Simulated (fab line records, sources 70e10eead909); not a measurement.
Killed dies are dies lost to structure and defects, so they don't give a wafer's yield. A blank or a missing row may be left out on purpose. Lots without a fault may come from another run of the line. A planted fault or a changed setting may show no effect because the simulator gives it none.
Which tool did it? | flow nand_harc | 6 lots, 18 wafers sampled, at 1 step of a route of 1302

WHAT THE GAUGES READ, wafer by wafer
NHARC_A_BONDPAD_CD_MEAS_13.
lot  | measured     | on        | cd_nm (nm)
L104 | day 23 19:22 | cd_sem-02 | 497.3 496.7 497.2
L107 | day 25 11:05 | cd_sem-01 | 502.1 502.4 501.9
L110 | day 26 21:31 | cd_sem-03 | 497.7 501.8 500.0
L117 | day 28 23:16 | cd_sem-02 | 498.8 498.0 499.1
L118 | day 30 08:28 | cd_sem-02 | 500.1 498.8 499.9
L123 | day 32 00:35 | cd_sem-01 | 499.7 498.7 499.0

WHICH TOOL RAN EACH LOT (tool, then ch and the chambers of the sampled wafers, then the start)
The record holds no process step before these readings.

THE ANSWER, worked out from the rows above alone
Rule: what is usual is taken from the lots themselves. Put in order of their means at a reading, lots are off if they are a third of the lots or fewer, leave a main group of 4 or more, and stand apart from it by a gap of 3 or more times the standard deviation of the main group's means; of several such gaps the widest counts. A main group whose means are all the same, to the digits that the tables above print for the reading, isn't used. A lot without any number at a reading at which 4 lots or more have one is off too. The other lots that the step has rows for count as sound.
No lot is off at any reading shown: from this, nothing can be told.

WHAT THE SIMULATOR HAD PUT IN
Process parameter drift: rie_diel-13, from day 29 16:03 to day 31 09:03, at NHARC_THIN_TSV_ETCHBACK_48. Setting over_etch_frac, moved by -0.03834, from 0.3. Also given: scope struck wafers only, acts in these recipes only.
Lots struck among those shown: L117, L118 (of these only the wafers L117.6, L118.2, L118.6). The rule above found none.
